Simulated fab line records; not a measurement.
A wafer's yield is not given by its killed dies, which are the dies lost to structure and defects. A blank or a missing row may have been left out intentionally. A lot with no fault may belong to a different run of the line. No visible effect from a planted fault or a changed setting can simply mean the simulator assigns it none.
Lot-split experiment    flow n5_finfet    21 wafers read from 7 lots, route of 1938 steps

## SPLIT DETAILS
At N5_BEOL_M15_COAT_22 (resist thk 800 nm), the setting spin_rpm was moved away from the recipe's 1704 rpm on 7 of the 21 wafers read, by -8.2% to +10.7%. This setting was run at the recipe's value on the other wafers.

## FROM THE SPLIT TO THE READING: what the file shows between them, 4 steps
- N5_BEOL_M15_EBR_24
- N5_BEOL_M15_SOFTBAKE_23: time 60 s
- N5_BEOL_M15_DESCUM_33: chemistry O2, time 7.9 s
- N5_BEOL_M15_ETCH_61: etches BARC in N2/H2, target depth 89 nm, overetch 26.7 nm, time 67.9 s

## THE READING
coat_of_BEOL_M15_COAT_22.thk_nm (the simulator's own value, which no gauge read), in nm, at N5_BEOL_M15_TRENCH_ETCH_34 (etches SiO2 in C4F8/O2/Ar, target depth 872.93 nm, time 199 s). The file gives no usual value for it. The 14 wafers here that ran the recipe average 545.9 nm, standard deviation 7.3 nm.

wafer   tool, chamber at the split  spin_rpm as run, rpm  against the recipe  coat_of_BEOL_M15_COAT_22.thk_nm, nm  against lot-mates on the recipe
L076.1  litho_track-04, 0           1586                  -6.9%               575.8                                +33.1
L076.5  litho_track-04, 0           1704                  recipe              535                                  -
L076.6  litho_track-04, 0           1704                  recipe              550.4                                -
L078.2  litho_track-03, 0           1565                  -8.2%               575.8                                +21.0
L078.3  litho_track-03, 0           1704                  recipe              554.8                                -
L078.5  litho_track-03, 0           1565                  -8.2%               577                                  +22.2
L088.1  litho_track-03, 0           1647                  -3.3%               563.2                                +13.8
L088.3  litho_track-03, 0           1647                  -3.3%               565                                  +15.6
L088.6  litho_track-03, 0           1704                  recipe              549.4                                -
L087.1  litho_track-03, 0           1886                  +10.7%              500.2                                -35.8
L087.5  litho_track-03, 0           1886                  +10.7%              500.8                                -35.2
L087.6  litho_track-03, 0           1704                  recipe              536                                  -
L089.4  litho_track-04, 0           1704                  recipe              542                                  -
L089.5  litho_track-04, 0           1704                  recipe              551.6                                -
L089.6  litho_track-04, 0           1704                  recipe              557.2                                -
L091.1  litho_track-04, 0           1704                  recipe              550                                  -
L091.4  litho_track-04, 0           1704                  recipe              533                                  -
L091.6  litho_track-04, 0           1704                  recipe              551.8                                -
L094.2  litho_track-04, 0           1704                  recipe              545.4                                -
L094.5  litho_track-04, 0           1704                  recipe              541                                  -
L094.6  litho_track-04, 0           1704                  recipe              544.8                                -

FIT RESULTS
A straight line over all 21 wafers: coat_of_BEOL_M15_COAT_22.thk_nm changes by -4.16 nm for each +1% of spin_rpm; r = -0.95; the points scatter about the line by 6.5 nm.
The same after taking each lot's own level away (the mean of its wafers on the recipe; 21 wafers): -3.33 nm for each +1%; r = -0.94; scatter 5.9 nm.
The reading moves by 36 nm for the largest change in spin_rpm, on that fit.
Measured against the standard deviation above, the lots' own levels, which go from 536.00 to 554.80 nm, span 2.6 times it.
In other words, the slope is changed by the lot-to-lot level; the two fits disagree.
Check: with one of the wafers moved furthest among these (+10.7%) left out of the fit, the line predicts -35 nm for it against its lot-mates. Against them it came out at -35.8 nm.

## ADDITIONAL SPLITS CARRIED BY THESE WAFERS
Note: prior to the reading, these wafers also went through further splits. Each is held against what the fit with the lots' levels taken away leaves over:
other split on the same wafers     wafers away from the commonest value  r with coat_of_BEOL_M15_COAT_22.thk_nm (lot level and that fit taken away)
N5_BEOL_M9_TRENCH_ETCH_37 bias_w   3                                     +0.43
N5_BEOL_M10_VIA_ETCH_34 time_s     7                                     -0.01
N5_BEOL_M10_TRENCH_ETCH_37 time_s  4                                     -0.09
N5_BEOL_M11_ETCH_41 time_s         6                                     +0.15
N5_BEOL_M12_EXPOSE_07 dose_mj      6                                     -0.03
N5_BEOL_M13_COAT_65 spin_rpm       8                                     +0.42
N5_BEOL_M14_EXPOSE_25 dose_mj      7                                     -0.03
N5_BEOL_M14_DESCUM_33 time_s       8                                     -0.32

## THE WHOLE CHAIN: every reading that the file lists as answering this split, in the file's order
step                        what it does                                                             reading                                                                           change (the file's fit)               r (the file's)
N5_BEOL_M15_COAT_22         resist thk 800 nm                                                        coat_of_BEOL_M15_COAT_22.thk_nm (the simulator's own value, which no gauge read)  -4.04 nm for each +1% of the setting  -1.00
N5_BEOL_M15_ETCH_61         etches BARC in N2/H2, target depth 89 nm, overetch 26.7 nm, time 67.9 s  coat_of_BEOL_M15_COAT_22.thk_nm (the simulator's own value, which no gauge read)  -3.93 nm for each +1% of the setting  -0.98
N5_BEOL_M15_TRENCH_ETCH_34  etches SiO2 in C4F8/O2/Ar, target depth 872.93 nm, time 199 s            coat_of_BEOL_M15_COAT_22.thk_nm (the simulator's own value, which no gauge read)  -3.48 nm for each +1% of the setting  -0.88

## FILE'S OWN FIT
coat_of_BEOL_M15_COAT_22.thk_nm changes by -3.48 nm for each +1% of spin_rpm, r = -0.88.
